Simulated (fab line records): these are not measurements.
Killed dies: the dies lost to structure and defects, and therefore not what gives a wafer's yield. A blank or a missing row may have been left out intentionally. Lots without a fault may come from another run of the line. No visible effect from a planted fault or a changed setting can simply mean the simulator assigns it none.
Split-lot study	flow n5 finfet	route with 1938 steps; 7 lots, 21 wafers read

THE SPLIT ITSELF
At N5_BEOL_M4_COAT_67 (time 60 s, resist thk 60 nm), the setting spin rpm was moved away from the recipe's 1500 rpm on 6 of the 21 wafers read, by -8.1% to +11.2%. For the rest of the wafers, this setting stayed at what the recipe calls for.

FROM THE SPLIT TO THE READING: what the file shows between them, 6 steps
- N5_BEOL_M4_EXPOSE_25: exposes mask V3, defocus 5 nm (also split here: dose mj)
- N5_BEOL_M4_PEB_26: peb time 60 s
- N5_BEOL_M4_DEVELOP_27: develop time 30 s
- N5_BEOL_M4_CD_MEAS_28: target cd 26.2 nm, target cd y 24.1 nm
- N5_BEOL_M4_ALD_98: deposits SiO2, target thk 2.5 nm, pulse time 1 s, co reactant pulse time 1 s
- N5_BEOL_M4_ETCHBACK_99: etches SiO2 in CHF3, target depth 5 nm, time 10.4 s

THE READING
etch.depth nm (the simulator's own value, which no gauge read), in nm, at N5_BEOL_M4_ETCH_70 (etches SOC in N2/H2, target depth 80 nm, overetch 24 nm, time 130 s). The file does not state a usual value for it. Across the 15 wafers here that went through the recipe, the average is 60.01 nm and the standard deviation 0.091 nm.

wafer	tool, chamber at the split	spin rpm as run, rpm	against the recipe	etch.depth nm, nm	against lot-mates on the recipe
L078.1	litho track-05, 0	1500	recipe	60.07	-
L078.3	litho track-05, 0	1403	-6.5%	61.9	+1.81
L078.6	litho track-05, 0	1500	recipe	60.1	-
L083.1	litho track-01, 0	1500	recipe	60.04	-
L083.2	litho track-01, 0	1500	recipe	59.95	-
L083.6	litho track-01, 0	1500	recipe	60	-
L088.4	litho track-02, 0	1379	-8.1%	62.47	+2.39
L088.5	litho track-02, 0	1500	recipe	60.05	-
L088.6	litho track-02, 0	1500	recipe	60.1	-
L089.1	litho track-01, 0	1500	recipe	59.84	-
L089.3	litho track-01, 0	1668	+11.2%	56.74	-3.13
L089.5	litho track-01, 0	1500	recipe	59.91	-
L093.1	litho track-05, 0	1609	+7.3%	57.92	-1.97
L093.3	litho track-05, 0	1500	recipe	59.95	-
L093.6	litho track-05, 0	1500	recipe	59.82	-
L094.1	litho track-01, 0	1500	recipe	60.14	-
L094.2	litho track-01, 0	1500	recipe	60.03	-
L094.5	litho track-01, 0	1500	recipe	60.06	-
L096.1	litho track-01, 0	1500	recipe	60.02	-
L096.2	litho track-01, 0	1635	+9.0%	57.35	-2.67
L096.5	litho track-01, 0	1635	+9.0%	57.51	-2.51

THE FIT
A straight line over all 21 wafers: etch.depth nm changes by -0.292 nm for each +1% of spin rpm; r = -1.00; the points scatter about the line by 0.09 nm.
The same after taking each lot's own level away (the mean of its wafers on the recipe; 21 wafers): -0.285 nm for each +1%; r = -1.00; scatter 0.056 nm.
On that fit, the largest move of spin rpm shifts the reading by 3.2 nm.
Measured against the standard deviation above, the lots' own levels, which go from 59.875 to 60.085 nm, span 2.3 times it.
Consequently the slope shifts little with the lot-to-lot level, the two slopes agreeing.
Check: with one of the wafers moved furthest among these (+11.2%) left out of the fit, the line predicts -3.2 nm for it against its lot-mates. It came out at -3.13 nm against them.

OTHER SPLITS APPLIED TO THESE WAFERS
Other splits were also applied to these wafers ahead of the reading. Each is held against what the fit with the lots' levels taken away leaves over:
other split on the same wafers	wafers away from the commonest value	r with etch.depth nm (lot level and that fit taken away)
N5_BEOL_M3_ETCH_64 time s	6	+0.14
N5_BEOL_M3_COAT_67 spin rpm	4	-0.32
N5_BEOL_M3_COAT_76 spin rpm	7	-0.31
N5_BEOL_M4_EXPOSE_25 dose mj	6	+0.15

THE WHOLE CHAIN: every reading that the file lists as answering this split, in the file's order
step	what it does	reading	change (the file's fit)	r (the file's)
N5_BEOL_M4_COAT_67	time 60 s, resist thk 60 nm	SOC_of_BEOL_M4_COAT_67.thk nm (the simulator's own value, which no gauge read)	-0.277 nm for each +1% of the setting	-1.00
N5_BEOL_M4_ETCH_70	etches SOC in N2/H2, target depth 80 nm, overetch 24 nm, time 130 s	etch.depth nm (the simulator's own value, which no gauge read)	-0.283 nm for each +1% of the setting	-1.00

THE FILE'S OWN FIT
etch.depth nm changes by -0.283 nm for each +1% of spin rpm, r = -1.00.
